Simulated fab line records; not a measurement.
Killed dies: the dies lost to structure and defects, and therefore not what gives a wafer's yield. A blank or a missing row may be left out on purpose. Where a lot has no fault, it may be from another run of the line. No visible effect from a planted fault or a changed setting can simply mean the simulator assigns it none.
A lot that was struck, set against a sound lot | flow n5 finfet | 15 out of 1938 route steps
Sound: these wafers, L463.1, L463.2, L463.4. Wafers struck: L475.1, L475.3, L475.6. Last of all comes the cause.
At each step with rows: each side's tool, then ch and its chambers, then its first start. Under that, the readings that differ: sound wafers | struck wafers | difference of the means | sigmas: that difference in standard deviations of wafers without a fault.
alike: same words and numbers on both sides, and readings whose means sit less than 2 such deviations apart. not compared: any withheld reading, any reading some wafer has no value for, any bound like >300 that may hide the same value, and any number with overlapping values for which the record gives no deviation.
The two part at a step that has a row with sigmas, a row that says differs or no value, or rows on one side only. When numbers do not overlap yet have no deviation, they are printed without sigmas and do not part them. Lack of a reading on every wafer of one side parts them only where that side has two or more wafers.

first, 4 steps without rows for these wafers: N5_BEOL_M13_EXPOSE_07 (exposes mask V12); N5_BEOL_M13_PEB_08 (peb time 90 s); N5_BEOL_M13_DEVELOP_09 (develop time 45 s); N5_BEOL_M13_HARDBAKE_14 (time 120 s).
N5_BEOL_M13_CD_MEAS_10: target cd 190 nm.
  sound on cd sem-01 ch 0, day 11 14:12; struck on cd sem-03 ch 0, day 14 16:53
  alike: cd nm
N5_BEOL_M13_OVL_MEAS_11:
  sound on overlay-01 ch 0, day 11 14:16; struck on overlay-02 ch 0, day 14 16:55
  reading      | sound    | struck | difference | sigmas
  V12_OVL (nm) | -3 -5 -7 | 11 7 2 | +12        | +2
N5_BEOL_M13_INSPECT_12: inspects for defects (macro).
  struck on defect inspect-02, day 14 16:56; sound on defect inspect-02, day 11 14:17
  alike: raw defect count
N5_BEOL_M13_DESCUM_15: chemistry O2, time 7.9 s.
  sound on rie diel-06 ch 1,2,3, day 11 14:22; struck on rie diel-06 ch 0,1,2, day 14 17:08
  alike: bias power w, drypump motor current A, oes product au, rf vpp V, showerhead plenum p Torr, temp c, throttle valve pct
  not compared: rf hours counter h
N5_BEOL_M13_ETCH_59: etches BARC in N2/H2, target depth 89 nm, overetch 26.7 nm, time 67.9 s.
  sound on rie diel-06 ch 1,2,3, day 11 14:24; struck on rie diel-06 ch 0,1,2, day 14 17:10
  alike: drypump motor current A, oes product au, rf vpp V, showerhead plenum p Torr, throttle valve pct
  not compared: rf hours counter h
N5_BEOL_M13_VIA_ETCH_16: etches SiOC in C4F8/O2/Ar, target depth 921.7 nm.
  sound on rie diel-06 ch 1,2,3, day 11 14:27; struck on rie diel-06 ch 0,1,2, day 14 17:13
  alike: drypump motor current A, oes product au, rf vpp V, showerhead plenum p Torr, throttle valve pct
N5_BEOL_M13_STRIP_63: strips in N2/H2.
  sound on plasma asher-01 ch 0,1, day 11 14:41; struck on plasma asher-01 ch 0,1, day 14 17:27
  alike: chamber pressure mTorr, drypump motor current A, heater power w, oes product au, strip time to endpoint s, temp c
  not compared: rf hours counter h
N5_BEOL_M13_STRIP_64: strips in N2/H2.
  sound on plasma asher-01 ch 0,1, day 11 14:45; struck on plasma asher-01 ch 0,1, day 14 17:31
  reading                      | sound             | struck            | difference | sigmas
  strip time to endpoint s (s) | 31.18 31.24 31.27 | 31.37 31.46 31.36 | +0.17      | +2
  alike: drypump motor current A, h2 flow sccm, heater power w, oes product au, temp c
  not compared: rf hours counter h
N5_BEOL_M13_STRIP_71: strips in post etch residue remover, time 60 s.
  sound on wet bench-05 ch 0,4,5, day 11 14:50; struck on wet bench-05 ch 0,5,6, day 14 17:36
  no value came back on the struck wafers for run length s (s), temp c (C); on the sound wafers run length s (s) reads 68 66 67
then, 1 step without rows for these wafers: N5_BEOL_M13_SRD_72 (time 30 s, dry time 30 s).
N5_PASSIVATION_PROBE_49:
  sound wafers here have rows in the record (prober-02, day 13 03:26); struck ones have none

== WHERE THEY PART ==
At N5_BEOL_M13_OVL_MEAS_11 first; at N5_PASSIVATION_PROBE_49 last (within this record only).

WHY: whatever the simulator had introduced
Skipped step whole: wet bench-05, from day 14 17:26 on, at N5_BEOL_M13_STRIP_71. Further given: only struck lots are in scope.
